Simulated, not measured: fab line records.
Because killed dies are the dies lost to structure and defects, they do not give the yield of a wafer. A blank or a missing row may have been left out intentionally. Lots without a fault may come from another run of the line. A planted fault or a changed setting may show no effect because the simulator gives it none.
Chamber matching | flow nand-harc | 4 sister chambers for NHARC_A_CHANNEL_FILL_D2_ETCHBACK_19 on rie-si-02
The step etches the open film in HBr/Cl2, target depth 5 nm, time 1.7 s. 8 wafers are shown with their chamber, then 7 later ones without.

== WAFERS WITH THEIR CHAMBER ==
wafer  | chamber | oes-product-au (a.u.) | throttle-valve-pct (%)
L083.1 | 1       | 0.991                 | 26.387
L084.2 | 0       | 1.007                 | 26.399
L084.6 | 2       | 1.012                 | 26.409
L089.2 | 1       | 0.987                 | 26.412
L089.4 | 2       | 1.010                 | 26.409
L089.6 | 3       | 1.007                 | 26.388
L090.1 | 3       | 0.995                 | 26.412
L090.4 | 0       | 1.006                 | 26.425

== WAFERS WITH NO CHAMBER GIVEN ==
wafer  | oes-product-au (a.u.) | throttle-valve-pct (%)
L090.5 | 1.006                 | 26.390
L095.3 | 1.013                 | 26.403
L095.4 | 0.990                 | 26.393
L095.6 | 0.991                 | 26.395
L096.1 | 1.013                 | 26.394
L096.2 | 1.005                 | 26.385
L096.6 | 0.992                 | 26.418

== CHAMBER TAKEN BY EACH ==
wafer  | from the rows above          | in truth
L090.5 | can't be placed: 3 or 0 or 2 | 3
L095.3 | can't be placed: 2 or 0      | 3
L095.4 | can't be placed: 1 or 3      | 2
L095.6 | can't be placed: 1 or 3      | 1
L096.1 | can't be placed: 2 or 0 or 3 | 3
L096.2 | can't be placed: 3 or 0 or 2 | 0
L096.6 | can't be placed: 1 or 3 or 0 | 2
Correct placement for 0 of the 7. From these rows, 7 cannot be placed; in 4 the true chamber is one of the candidates. Wrongly placed: 0.
How it was worked out, from the rows above alone: a wafer's distance from a chamber is the root of the sum, over the readings, of the square of ((its reading less the chamber's mean) divided by the reading's scatter). The wafer belongs to the nearest chamber; if the next one is less than 2 further off, it can't be placed. The mean given for a chamber averages the wafers shown for that chamber. How the scatter is found: for the shown wafers, subtract from each reading the mean of its chamber, square and add these, divide the total by (wafers less chambers), then take the root.
